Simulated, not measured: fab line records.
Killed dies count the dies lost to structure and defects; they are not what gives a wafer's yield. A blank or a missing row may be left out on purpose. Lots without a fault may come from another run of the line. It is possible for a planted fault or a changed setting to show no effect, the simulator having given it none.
Which tool was responsible? -- flow nand-harc -- 69 wafers from 23 lots sampled at 6 of the route's 1302 steps

## WHAT THE GAUGES SHOWED, per wafer
The record holds no reading of a measuring or inspecting step that can be judged against a usual standard deviation.

## WHICH TOOL RAN EACH LOT (tool, then ch and the chambers of the sampled wafers, then the start)
lot,NHARC_P_ZERO_WELL_DESCUM_39,NHARC_P_ZERO_WELL_DESCUM_54,NHARC_P_GATE_DESCUM_93,NHARC_P_GATE_STRIP_113,NHARC_P_GATE_RTA_80,NHARC_P_GATE_RTA_82
L074,"rie-diel-02 ch 0,1,2, day 2 00:10","rie-diel-03 ch 0,1,3, day 2 01:49","rie-diel-10 ch 1,2, day 5 16:59","plasma-asher-02 ch 0,1, day 5 17:21","rtp-anneal-01 ch 0, day 5 19:16","rtp-anneal-02 ch 0, day 5 19:43"
L075,"rie-diel-05 ch 1,3, day 2 10:17","rie-diel-03 ch 1,2,3, day 2 11:50","rie-diel-01 ch 2,3, day 6 05:17","plasma-asher-02 ch 1, day 6 05:47","rtp-anneal-02 ch 0, day 6 07:37","rtp-anneal-01 ch 0, day 6 08:04"
L076,"rie-diel-03 ch 0,3, day 2 20:23","rie-diel-03 ch 0,3, day 2 22:08","rie-diel-01 ch 1,3, day 6 13:41","plasma-asher-01 ch 0,1, day 6 14:03","rtp-anneal-01 ch 0, day 6 15:56","rtp-anneal-02 ch 0, day 6 16:35"
L077,"rie-diel-03 ch 1,2, day 3 06:45","rie-diel-03 ch 0,3, day 3 08:27","rie-diel-01 ch 0,3, day 7 01:24","plasma-asher-01 ch 0,1, day 7 01:46","rtp-anneal-02 ch 0, day 7 03:38","rtp-anneal-02 ch 0, day 7 04:06"
L078,"rie-diel-05 ch 0,3, day 3 16:10","rie-diel-03 ch 2,3, day 3 17:47","rie-diel-10 ch 0,1,2, day 7 02:07","plasma-asher-01 ch 0, day 7 02:32","rtp-anneal-01 ch 0, day 7 04:25","rtp-anneal-01 ch 0, day 7 04:53"
L079,"rie-diel-03 ch 0,2,3, day 4 02:26","rie-diel-05 ch 0,1,3, day 4 04:05","rie-diel-09 ch 1,2, day 7 16:46","plasma-asher-02 ch 0,1, day 7 17:22","rtp-anneal-02 ch 0, day 7 19:06","rtp-anneal-01 ch 0, day 7 19:33"
L080,"rie-diel-05 ch 0,1,2, day 4 12:19","rie-diel-03 ch 0,2,3, day 4 13:52","rie-diel-01 ch 0,3, day 8 07:51","plasma-asher-02 ch 0,1, day 8 08:14","rtp-anneal-02 ch 0, day 8 10:08","rtp-anneal-01 ch 0, day 8 10:37"
L081,"rie-diel-05 ch 1,2, day 4 22:42","rie-diel-03 ch 0,1, day 5 00:21","rie-diel-10 ch 2,3, day 8 13:58","plasma-asher-01 ch 0,1, day 8 14:20","rtp-anneal-02 ch 0, day 8 16:16","rtp-anneal-01 ch 0, day 8 16:43"
L082,"rie-diel-05 ch 1,2,3, day 5 08:30","rie-diel-05 ch 0,1,3, day 5 10:09","rie-diel-09 ch 0,1,3, day 9 02:44","plasma-asher-01 ch 0,1, day 9 03:14","rtp-anneal-02 ch 0, day 9 05:10","rtp-anneal-01 ch 0, day 9 05:37"
L083,"rie-diel-02 ch 0,1,2, day 5 18:32","rie-diel-05 ch 0,1,3, day 5 20:11","rie-diel-09 ch 0,2,3, day 9 14:52","plasma-asher-02 ch 0,1, day 9 15:16","rtp-anneal-02 ch 0, day 9 17:10","rtp-anneal-01 ch 0, day 9 17:46"
L084,"rie-diel-05 ch 0,1,3, day 6 04:13","rie-diel-05 ch 0,1,3, day 6 05:44","rie-diel-01 ch 0,1, day 9 23:24","plasma-asher-02 ch 0,1, day 10 00:01","rtp-anneal-02 ch 0, day 10 01:41","rtp-anneal-01 ch 0, day 10 02:09"
L085,"rie-diel-02 ch 1,2,3, day 6 14:24","rie-diel-02 ch 1,2,3, day 6 15:55","rie-diel-01 ch 0,3, day 10 04:07","plasma-asher-02 ch 0,1, day 10 04:28","rtp-anneal-01 ch 0, day 10 06:21","rtp-anneal-02 ch 0, day 10 06:49"
L086,"rie-diel-02 ch 0,1,2, day 7 00:59","rie-diel-05 ch 2,3, day 7 02:37","rie-diel-01 ch 0,1,3, day 10 18:00","plasma-asher-01 ch 0,1, day 10 18:41","rtp-anneal-01 ch 0, day 10 20:16","rtp-anneal-02 ch 0, day 10 20:43"
L087,"rie-diel-03 ch 1,2,3, day 7 10:09","rie-diel-03 ch 1,2, day 7 11:49","rie-diel-10 ch 0,2, day 10 22:24","plasma-asher-02 ch 1, day 10 22:46","rtp-anneal-01 ch 0, day 11 00:41","rtp-anneal-02 ch 0, day 11 01:10"
L088,"rie-diel-05 ch 1,3, day 7 20:29","rie-diel-02 ch 0,1,2, day 7 22:07","rie-diel-09 ch 0,2,3, day 11 13:33","plasma-asher-01 ch 0,1, day 11 14:02","rtp-anneal-02 ch 0, day 11 15:51","rtp-anneal-01 ch 0, day 11 16:19"
L089,"rie-diel-05 ch 0,1,2, day 8 06:33","rie-diel-02 ch 1,2, day 8 08:11","rie-diel-09 ch 0,1,3, day 11 20:25","plasma-asher-01 ch 0,1, day 11 21:05","rtp-anneal-02 ch 0, day 11 22:47","rtp-anneal-01 ch 0, day 11 23:15"
L090,"rie-diel-03 ch 0,3, day 8 16:12","rie-diel-05 ch 0,1, day 8 17:41","rie-diel-10 ch 0,1,2, day 12 10:37","plasma-asher-02 ch 0,1, day 12 11:19","rtp-anneal-02 ch 0, day 12 12:55","rtp-anneal-02 ch 0, day 12 13:29"
L091,"rie-diel-05 ch 1,2,3, day 9 02:07","rie-diel-03 ch 0,2,3, day 9 03:37","rie-diel-10 ch 0,1, day 12 22:46","plasma-asher-02 ch 0,1, day 12 23:08","rtp-anneal-01 ch 0, day 13 01:01","rtp-anneal-02 ch 0, day 13 01:28"
L092,"rie-diel-05 ch 1,2, day 9 12:10","rie-diel-03 ch 0,1, day 9 13:48","rie-diel-10 ch 0,1,3, day 12 23:32","plasma-asher-01 ch 1, day 13 00:02","rtp-anneal-01 ch 0, day 13 01:56","rtp-anneal-01 ch 0, day 13 02:24"
L093,"rie-diel-02 ch 0,2, day 9 22:16","rie-diel-05 ch 1,3, day 9 23:55","rie-diel-10 ch 2,3, day 13 13:48","plasma-asher-01 ch 0,1, day 13 14:17","rtp-anneal-01 ch 0, day 13 16:04","rtp-anneal-01 ch 0, day 13 16:32"
L094,"rie-diel-05 ch 2,3, day 10 09:06","rie-diel-02 ch 0,2,3, day 10 10:45","rie-diel-09 ch 0,1,2, day 14 06:23","plasma-asher-02 ch 0,1, day 14 06:51","rtp-anneal-02 ch 0, day 14 08:38","rtp-anneal-02 ch 0, day 14 09:06"
L095,"rie-diel-02 ch 1,2, day 10 18:24","rie-diel-03 ch 1,2,3, day 10 20:10","rie-diel-10 ch 0,1,2, day 14 09:04","plasma-asher-01 ch 0,1, day 14 09:46","rtp-anneal-01 ch 0, day 14 11:22","rtp-anneal-02 ch 0, day 14 11:50"
L096,"rie-diel-02 ch 2,3, day 11 04:59","rie-diel-03 ch 0,1,2, day 11 06:29","rie-diel-01 ch 0,2,3, day 14 19:37","plasma-asher-02 ch 0,1, day 14 19:59","rtp-anneal-01 ch 0, day 14 21:56","rtp-anneal-02 ch 0, day 14 22:23"
- NHARC_P_ZERO_WELL_DESCUM_39: chemistry O2, time 3 s.
- NHARC_P_ZERO_WELL_DESCUM_54: chemistry O2, time 3 s.
- NHARC_P_GATE_DESCUM_93: chemistry O2, time 3 s.
- NHARC_P_GATE_STRIP_113: strips in N2/H2, time 740 s.
- NHARC_P_GATE_RTA_80: time 30 s.
- NHARC_P_GATE_RTA_82: time 30 s.

## AS READ BY THE TOOLS THEMSELVES (means over the sampled wafers that have a number; for cases with no such wafer, the mark the record gives instead)
NHARC_P_ZERO_WELL_DESCUM_39.
lot,tool,drypump-motor-current-A (A),mfc-ar-sccm (sccm),oes-product-au (a.u.),rf-vpp-V (V),showerhead-plenum-p-Torr (Torr),throttle-valve-pct (%)
L074,rie-diel-02,5.9,0.004,0.993,58.6,1.90,11.310
L075,rie-diel-05,5.9,0.010,1.006,59.0,2.01,11.311
L076,rie-diel-03,5.9,0.004,1.008,58.4,1.97,11.302
L077,rie-diel-03,6.3,0.000,0.991,57.1,1.88,11.300
L078,rie-diel-05,5.7,0.000,1.008,57.4,1.91,11.318
L079,rie-diel-03,6.2,0.004,1.011,58.5,1.92,11.314
L080,rie-diel-05,6.2,0.007,0.996,58.2,1.91,11.325
L081,rie-diel-05,5.9,0.009,1.002,57.4,1.93,11.309
L082,rie-diel-05,5.7,0.007,1.002,58.1,1.95,11.306
L083,rie-diel-02,5.9,0.004,1.013,57.2,1.90,11.314
L084,rie-diel-05,6.0,0.005,0.994,58.6,1.92,11.310
L085,rie-diel-02,6.0,0.007,1.003,58.0,1.88,11.311
L086,rie-diel-02,5.8,0.004,1.006,57.4,1.89,11.307
L087,rie-diel-03,6.2,0.004,1.004,58.3,1.92,11.309
L088,rie-diel-05,5.9,0.010,0.983,58.3,2.00,11.303
L089,rie-diel-05,6.2,0.007,0.999,58.0,1.90,11.316
L090,rie-diel-03,5.9,0.004,1.002,58.6,1.96,11.307
L091,rie-diel-05,5.7,0.007,0.993,57.9,1.95,11.315
L092,rie-diel-05,5.9,0.009,1.001,59.0,1.92,11.308
L093,rie-diel-02,5.7,0.002,1.004,57.1,1.93,11.305
L094,rie-diel-05,5.4,0.002,1.008,57.8,1.92,11.314
L095,rie-diel-02,6.0,0.006,0.997,57.5,1.85,11.304
L096,rie-diel-02,6.0,0.007,1.002,57.2,1.84,11.308

NHARC_P_ZERO_WELL_DESCUM_54.
lot,tool,drypump-motor-current-A (A),mfc-ar-sccm (sccm),oes-product-au (a.u.),rf-vpp-V (V),showerhead-plenum-p-Torr (Torr),throttle-valve-pct (%)
L074,rie-diel-03,5.9,0.004,1.004,58.0,1.98,11.311
L075,rie-diel-03,6.2,0.004,1.003,57.2,1.93,11.315
L076,rie-diel-03,6.1,0.008,0.998,58.5,1.96,11.315
L077,rie-diel-03,6.1,0.008,1.001,58.1,1.96,11.318
L078,rie-diel-03,6.4,0.008,0.992,57.8,1.91,11.319
L079,rie-diel-05,6.0,0.005,1.003,58.1,1.93,11.314
L080,rie-diel-03,6.2,0.004,0.998,57.6,1.92,11.310
L081,rie-diel-03,5.7,0.000,1.005,57.3,1.98,11.317
L082,rie-diel-05,6.1,0.005,1.000,57.3,1.92,11.312
L083,rie-diel-05,6.0,0.005,1.004,57.3,1.92,11.313
L084,rie-diel-05,6.0,0.005,0.996,57.9,1.92,11.303
L085,rie-diel-02,6.1,0.007,1.003,57.2,1.88,11.313
L086,rie-diel-05,5.4,0.002,1.014,57.7,1.93,11.322
L087,rie-diel-03,5.9,0.000,1.005,58.0,1.94,11.311
L088,rie-diel-02,5.9,0.004,1.009,58.0,1.89,11.299
L089,rie-diel-02,6.0,0.005,1.011,58.2,1.84,11.315
L090,rie-diel-05,6.5,0.005,0.997,56.7,1.87,11.312
L091,rie-diel-03,6.2,0.004,1.000,58.4,1.90,11.307
L092,rie-diel-03,5.6,0.000,0.994,57.8,1.97,11.316
L093,rie-diel-05,5.9,0.010,0.998,58.1,1.99,11.312
L094,rie-diel-02,5.9,0.005,0.999,58.1,1.91,11.309
L095,rie-diel-03,6.2,0.004,1.005,57.5,1.91,11.312
L096,rie-diel-03,6.0,0.000,1.006,58.6,1.92,11.310

NHARC_P_GATE_DESCUM_93.
lot,tool,drypump-motor-current-A (A),mfc-ar-sccm (sccm),oes-product-au (a.u.),rf-vpp-V (V),showerhead-plenum-p-Torr (Torr),throttle-valve-pct (%)
L074,rie-diel-10,5.5,0.000,1.007,58.6,1.97,11.311
L075,rie-diel-01,6.1,0.016,0.987,57.9,2.00,11.312
L076,rie-diel-01,5.6,0.000,1.009,57.4,1.88,11.315
L077,rie-diel-01,6.0,0.004,0.991,58.0,1.94,11.305
L078,rie-diel-10,5.6,0.000,1.005,57.8,1.98,11.314
L079,rie-diel-09,6.3,0.014,0.998,57.7,1.84,11.309
L080,rie-diel-01,5.6,0.009,0.991,57.8,1.90,11.308
L081,rie-diel-10,5.5,0.000,1.002,57.4,1.84,11.315
L082,rie-diel-09,5.7,0.005,0.996,57.9,1.96,11.311
L083,rie-diel-09,5.9,0.005,0.979,58.1,1.93,11.322
L084,rie-diel-01,5.3,0.004,0.996,57.6,1.85,11.305
L085,rie-diel-01,5.9,0.004,0.998,57.1,1.94,11.313
L086,rie-diel-01,5.6,0.004,1.005,58.3,1.89,11.306
L087,rie-diel-10,5.6,0.000,0.995,58.9,1.94,11.312
L088,rie-diel-09,5.8,0.005,0.991,58.8,1.93,11.313
L089,rie-diel-09,5.7,0.005,0.997,58.1,1.96,11.313
L090,rie-diel-10,5.6,0.000,1.005,57.7,1.98,11.317
L091,rie-diel-10,5.7,0.000,1.009,58.1,2.01,11.314
L092,rie-diel-10,5.7,0.000,1.016,58.2,1.95,11.309
L093,rie-diel-10,5.5,0.000,0.989,57.5,1.86,11.311
L094,rie-diel-09,6.0,0.009,0.996,57.8,1.92,11.298
L095,rie-diel-10,5.6,0.000,1.001,58.7,1.97,11.311
L096,rie-diel-01,5.8,0.012,1.002,57.5,1.95,11.305

NHARC_P_GATE_STRIP_113.
lot,tool,drypump-motor-current-A (A),heater-power-w (W),temp-c (C)
L074,plasma-asher-02,4.8,87,110.05
L075,plasma-asher-02,4.7,92,110.14
L076,plasma-asher-01,5.8,79,110.03
L077,plasma-asher-01,5.9,86,109.90
L078,plasma-asher-01,5.7,72,110.10
L079,plasma-asher-02,4.8,84,109.91
L080,plasma-asher-02,4.8,88,109.85
L081,plasma-asher-01,5.8,77,109.99
L082,plasma-asher-01,5.8,82,110.10
L083,plasma-asher-02,4.8,82,109.97
L084,plasma-asher-02,4.8,83,110.03
L085,plasma-asher-02,4.8,87,110.00
L086,plasma-asher-01,5.8,76,109.92
L087,plasma-asher-02,4.7,92,109.92
L088,plasma-asher-01,5.8,84,110.00
L089,plasma-asher-01,5.8,81,109.93
L090,plasma-asher-02,4.8,84,109.97
L091,plasma-asher-02,4.8,85,110.02
L092,plasma-asher-01,5.9,87,109.70
L093,plasma-asher-01,5.8,82,110.14
L094,plasma-asher-02,4.8,85,110.10
L095,plasma-asher-01,5.8,77,109.92
L096,plasma-asher-02,4.8,88,109.95

NHARC_P_GATE_RTA_80.
lot,tool,lamp-power-pct (%),wafer_temp_C_max
L074,rtp-anneal-01,2.31,301.7
L075,rtp-anneal-02,2.10,301.9
L076,rtp-anneal-01,2.31,301.4
L077,rtp-anneal-02,2.10,302.4
L078,rtp-anneal-01,2.31,301.5
L079,rtp-anneal-02,2.10,302.3
L080,rtp-anneal-02,2.10,302.1
L081,rtp-anneal-02,2.10,301.7
L082,rtp-anneal-02,2.10,301.8
L083,rtp-anneal-02,2.10,301.8
L084,rtp-anneal-02,2.09,301.8
L085,rtp-anneal-01,2.31,301.6
L086,rtp-anneal-01,2.30,301.5
L087,rtp-anneal-01,2.31,301.4
L088,rtp-anneal-02,2.10,302.3
L089,rtp-anneal-02,2.10,302.1
L090,rtp-anneal-02,2.10,302.0
L091,rtp-anneal-01,2.31,301.6
L092,rtp-anneal-01,2.31,301.9
L093,rtp-anneal-01,2.31,301.4
L094,rtp-anneal-02,2.09,302.6
L095,rtp-anneal-01,2.31,301.2
L096,rtp-anneal-01,2.31,301.5

NHARC_P_GATE_RTA_82.
lot,tool,lamp-power-pct (%),wafer_temp_C_max
L074,rtp-anneal-02,4.12,453.6
L075,rtp-anneal-01,4.54,452.3
L076,rtp-anneal-02,4.12,453.4
L077,rtp-anneal-02,4.13,453.0
L078,rtp-anneal-01,4.54,452.0
L079,rtp-anneal-01,4.53,452.5
L080,rtp-anneal-01,4.54,452.6
L081,rtp-anneal-01,4.53,451.8
L082,rtp-anneal-01,4.53,452.6
L083,rtp-anneal-01,4.54,452.2
L084,rtp-anneal-01,4.54,452.2
L085,rtp-anneal-02,4.12,453.1
L086,rtp-anneal-02,4.13,452.9
L087,rtp-anneal-02,4.12,453.6
L088,rtp-anneal-01,4.54,452.1
L089,rtp-anneal-01,4.54,452.5
L090,rtp-anneal-02,4.12,453.7
L091,rtp-anneal-02,4.12,453.0
L092,rtp-anneal-01,4.53,451.7
L093,rtp-anneal-01,4.54,452.3
L094,rtp-anneal-02,4.12,452.7
L095,rtp-anneal-02,4.11,453.1
L096,rtp-anneal-02,4.12,453.3

## THE ANSWER, worked out from the rows above alone
Rule: the lots themselves supply what counts as usual. Put in order of their means at a reading, lots are off if they are a third of the lots or fewer, leave a main group of 4 or more, and stand apart from it by a gap of 3 or more times the standard deviation of the main group's means; of several such gaps the widest counts. The tables above print the reading to a certain number of digits; a main group whose means all agree to those digits is not used. A lot without any number at a reading at which 4 lots or more have one is off too. Where the step has rows for the other lots, those lots are counted as sound. Order of review: gauges by route order, followed by the tools' own readings, for which a lot's mean as printed above is used. The first step at which some lot is off is used, and at that step the reading that is off furthest; a lot without a number counts as furthest.
No lot is off on any of the readings shown, so nothing can be concluded from this.

## WHAT HAD BEEN PUT IN BY THE SIMULATOR
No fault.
